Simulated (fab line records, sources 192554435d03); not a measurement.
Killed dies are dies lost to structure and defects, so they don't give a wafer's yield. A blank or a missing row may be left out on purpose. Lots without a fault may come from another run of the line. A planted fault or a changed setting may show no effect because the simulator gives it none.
A struck lot beside a sound one | flow n5_finfet | 20 steps out of a route of 1938
Sound: wafers L840.1, L840.4, L840.6. Struck: wafers L850.2, L850.3, L850.5. The cause comes at the end.
At each step with rows: each side's tool, then ch and its chambers, then its first start. Under that, the readings that differ: sound wafers | struck wafers | difference of the means | sigmas: that difference in standard deviations of wafers without a fault.
alike: readings whose means differ by less than 2 such deviations, and words and numbers that are the same on both sides. not compared: withheld readings, readings that some wafer has no value for, bounds like >300 that may hide the same value, and numbers for which the record gives no deviation and whose values overlap.
The two part at a step that has a row with sigmas, a row that says differs or no value, or rows on one side only. Numbers that don't overlap but have no deviation are shown without sigmas and don't part them. A reading that every wafer of one side lacks parts them only if that side has two wafers or more.

N5_BEOL_M15_VIA_ETCH_16: etches SiO2 in C4F8/O2/Ar, target depth 1792.2 nm.
  sound on rie_diel-02 ch 0,2, day 12 15:05; struck on rie_diel-03 ch 0,2, day 15 17:56
  reading      | sound          | struck         | difference | sigmas
  rf_vpp_V (V) | 2165 2158 2163 | 2270 2227 2272 | +94        | +2
  alike: chamber_pressure_mTorr, drypump_motor_current_A, oes_ar_750_au, oes_product_au, showerhead_plenum_p_Torr, throttle_valve_pct
N5_BEOL_M15_STRIP_63: strips in O2.
  sound on rie_diel-02 ch 0,2; struck on rie_diel-03 ch 0,2
  alike: chamber_pressure_mTorr, drypump_motor_current_A, oes_product_au, rf_vpp_V, showerhead_plenum_p_Torr, throttle_valve_pct
  not compared: rf_hours_counter_h
N5_BEOL_M15_STRIP_64: strips in O2.
  sound on rie_diel-02 ch 0,2; struck on rie_diel-03 ch 0,2
  reading      | sound       | struck      | difference | sigmas
  rf_vpp_V (V) | 4.2 4.4 4.6 | 3.4 3.2 3.6 | -1.0       | -2
  alike: chamber_pressure_mTorr, drypump_motor_current_A, oes_product_au, showerhead_plenum_p_Torr, throttle_valve_pct
  not compared: rf_hours_counter_h
then, 2 steps without rows for these wafers: N5_BEOL_M15_STRIP_65 (strips in post etch residue remover, time 60 s); N5_BEOL_M15_SRD_66 (time 30 s, dry time 30 s).
N5_BEOL_M15_CD_MEAS_17: target cd 360 nm.
  sound on cd_sem-01, day 12 15:30; struck on cd_sem-03, day 15 18:23
  alike: cd_nm
then, 1 step without rows for these wafers: N5_BEOL_M15_COAT_56 (time 60 s, resist thk 550 nm).
N5_BEOL_M15_ETCH_57: etches SOC in N2/H2, time 750 s.
  sound on rie_diel-06 ch 0,2, day 12 15:40; struck on rie_diel-03 ch 1,2,3, day 15 18:37
  reading      | sound             | struck            | difference | sigmas
  rf_vpp_V (V) | 522.2 516.8 521.7 | 522.8 527.4 526.1 | +5.2       | +2
  alike: chamber_pressure_mTorr, drypump_motor_current_A, oes_product_au, showerhead_plenum_p_Torr, throttle_valve_pct
  not compared: rf_hours_counter_h
then, 4 steps without rows for these wafers: N5_BEOL_M15_COAT_60 (time 60 s, resist thk 89 nm); N5_BEOL_M15_COAT_22 (resist thk 800 nm); N5_BEOL_M15_EBR_24; N5_BEOL_M15_SOFTBAKE_23 (time 60 s).
N5_BEOL_M15_EXPOSE_25: exposes mask M15, target cd 400 nm.
  sound on krf_scanner-01 ch 0, day 12 16:23; struck on krf_scanner-02 ch 0, day 15 19:21
  reading                          | sound       | struck         | difference | sigmas
  model.BEOL_M15.overlay_x_nm (nm) | 3.2 3.2 3.2 | 69.6 69.6 69.6 | +66.4      |
  alike: mask
then, 3 steps without rows for these wafers: N5_BEOL_M15_PEB_26 (peb time 90 s); N5_BEOL_M15_DEVELOP_27 (develop time 45 s); N5_BEOL_M15_HARDBAKE_32 (time 120 s).
N5_BEOL_M15_CD_MEAS_28: target cd 407.6 nm.
  sound on cd_sem-02 ch 0, day 12 16:34; struck on cd_sem-03 ch 0, day 15 19:31
  alike: cd_nm
N5_BEOL_M15_OVL_MEAS_29:
  sound on overlay-01 ch 0, day 12 16:36; struck on overlay-02 ch 0, day 15 19:33
  reading      | sound    | struck   | difference | sigmas
  M15_OVL (nm) | 14 12 20 | 62 68 72 | +52        | +8
N5_BEOL_M15_INSPECT_30: inspects for defects (macro).
  sound on defect_inspect-01, day 12 16:37; struck on defect_inspect-01, day 15 19:35
  alike: raw_defect_count
N5_PASSIVATION_PROBE_49:
  sound on prober-01, day 13 13:12; struck on prober-01, day 16 15:39
  alike: defect_limited_yield, killed_at_M0_to_M3, killed_at_M4_up, killed_at_contacts, killed_at_front_end, killed_at_other, killed_dies, killed_open, killed_short, sort_bin_5_function, sort_bin_6_memory, sort_bin_8_speed, sort_n_pass, sort_yield_pct

WHERE THEY PART
First at N5_BEOL_M15_VIA_ETCH_16; last, within this record, at N5_BEOL_M15_OVL_MEAS_29. Later steps at which nothing parts them and some readings are alike: N5_BEOL_M15_INSPECT_30, N5_PASSIVATION_PROBE_49.

WHY: what the simulator had put in
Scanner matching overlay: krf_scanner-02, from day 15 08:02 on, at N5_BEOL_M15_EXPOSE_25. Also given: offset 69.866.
